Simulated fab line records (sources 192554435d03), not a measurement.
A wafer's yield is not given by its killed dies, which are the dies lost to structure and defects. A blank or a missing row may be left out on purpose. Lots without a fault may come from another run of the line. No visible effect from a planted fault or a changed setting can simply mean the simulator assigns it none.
Matching of chambers / flow n5-finfet / 3 sister chambers for N5_BEOL_M8_CURE_75 on uv-cure-02
The step cures SiCOH lowk, time 120 s. 6 wafers are shown with their chamber, then 8 later ones without.

WAFERS WITH THEIR CHAMBER
wafer=L080.2; chamber=1; wafer_temp_C_max=371.9; lamp-power-pct (%)=52.30
wafer=L080.6; chamber=1; wafer_temp_C_max=371.6; lamp-power-pct (%)=52.22
wafer=L087.4; chamber=2; wafer_temp_C_max=371.0; lamp-power-pct (%)=52.44
wafer=L088.4; chamber=0; wafer_temp_C_max=370.8; lamp-power-pct (%)=52.25
wafer=L088.5; chamber=0; wafer_temp_C_max=371.0; lamp-power-pct (%)=52.29
wafer=L091.2; chamber=2; wafer_temp_C_max=371.3; lamp-power-pct (%)=52.28

WAFERS WITH NO CHAMBER GIVEN
wafer=L091.4; wafer_temp_C_max=371.2; lamp-power-pct (%)=52.41
wafer=L091.5; wafer_temp_C_max=370.7; lamp-power-pct (%)=52.31
wafer=L096.1; wafer_temp_C_max=370.9; lamp-power-pct (%)=52.38
wafer=L096.4; wafer_temp_C_max=371.8; lamp-power-pct (%)=52.36
wafer=L096.5; wafer_temp_C_max=371.0; lamp-power-pct (%)=52.33
wafer=L097.3; wafer_temp_C_max=371.2; lamp-power-pct (%)=52.34
wafer=L097.4; wafer_temp_C_max=371.8; lamp-power-pct (%)=52.26
wafer=L097.5; wafer_temp_C_max=371.3; lamp-power-pct (%)=52.32

EACH ONE'S CHAMBER
wafer=L091.4; from the rows above=can't be placed: 2 or 0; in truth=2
wafer=L091.5; from the rows above=can't be placed: 0 or 2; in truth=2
wafer=L096.1; from the rows above=can't be placed: 2 or 0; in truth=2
wafer=L096.4; from the rows above=1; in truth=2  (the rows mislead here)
wafer=L096.5; from the rows above=can't be placed: 2 or 0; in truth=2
wafer=L097.3; from the rows above=can't be placed: 2 or 0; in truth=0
wafer=L097.4; from the rows above=1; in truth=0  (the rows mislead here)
wafer=L097.5; from the rows above=can't be placed: 2 or 0 or 1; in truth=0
Correctly placed: 0 of 8. Not placeable from these rows: 6 (in 6, the candidates include the true chamber). Number placed wrongly: 2.
How it was worked out, from the rows above alone: a wafer's distance from a chamber is the root of the sum, over the readings, of the square of ((its reading less the chamber's mean) divided by the reading's scatter). The wafer belongs to the nearest chamber; if the next one is less than 2 further off, it can't be placed. A chamber's mean is the mean of its shown wafers. How the scatter is found: for the shown wafers, subtract from each reading the mean of its chamber, square and add these, divide the total by (wafers less chambers), then take the root.
